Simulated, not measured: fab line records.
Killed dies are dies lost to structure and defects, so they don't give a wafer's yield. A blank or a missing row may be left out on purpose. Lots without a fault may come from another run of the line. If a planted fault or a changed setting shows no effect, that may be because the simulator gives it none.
Chamber matching + flow nand_harc + 3 sister chambers for NHARC_P_CONTACT_DEP_30 on pecvd-04
The step deposits SiNx, target thk 30 nm. 6 wafers are shown with their chamber, then 8 later ones without.

== WAFERS PAIRED WITH THEIR CHAMBERS ==
| wafer  | chamber | heater_power_w (W) | susceptor_temp_C (C) |
|--------|---------|--------------------|----------------------|
| L076.1 | 0       | 755                | 400.51               |
| L081.2 | 1       | 625                | 400.06               |
| L082.2 | 1       | 685                | 399.86               |
| L082.5 | 0       | 749                | 399.86               |
| L082.6 | 2       | 779                | 399.97               |
| L085.2 | 2       | 717                | 399.94               |

== WAFERS WHOSE CHAMBER IS MISSING ==
| wafer  | heater_power_w (W) | susceptor_temp_C (C) |
|--------|--------------------|----------------------|
| L085.3 | 668                | 400.24               |
| L085.5 | 677                | 400.01               |
| L091.1 | 681                | 400.19               |
| L091.3 | 633                | 399.91               |
| L091.5 | 646                | 399.86               |
| L096.1 | 691                | 400.48               |
| L096.4 | 699                | 400.48               |
| L096.5 | 663                | 399.75               |

== THE CHAMBER EACH PASSED THROUGH ==
| wafer  | from the rows above          | in truth                   |
|--------|------------------------------|----------------------------|
| L085.3 | can't be placed: 1 or 0 or 2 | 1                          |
| L085.5 | can't be placed: 1 or 2 or 0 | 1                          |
| L091.1 | can't be placed: 1 or 0 or 2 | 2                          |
| L091.3 | 1                            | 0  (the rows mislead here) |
| L091.5 | 1                            | 1                          |
| L096.1 | can't be placed: 0 or 1 or 2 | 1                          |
| L096.4 | can't be placed: 0 or 1 or 2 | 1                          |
| L096.5 | can't be placed: 1 or 2      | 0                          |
Placed correctly: 1 of 8. Cannot be placed on the basis of these rows: 6; the candidates contain the true chamber in 5. Wrongly placed: 1.
How it was worked out, from the rows above alone: a wafer's distance from a chamber is the root of the sum, over the readings, of the square of ((its reading less the chamber's mean) divided by the reading's scatter). If the next closest chamber is less than 2 further off than the closest, the wafer can't be placed; otherwise it belongs to the closest. For every chamber, the mean is computed from those of its wafers that are shown. The scatter: the root of (the sum of the squares of (reading less its chamber's mean) over the shown wafers, divided by (wafers less chambers)).
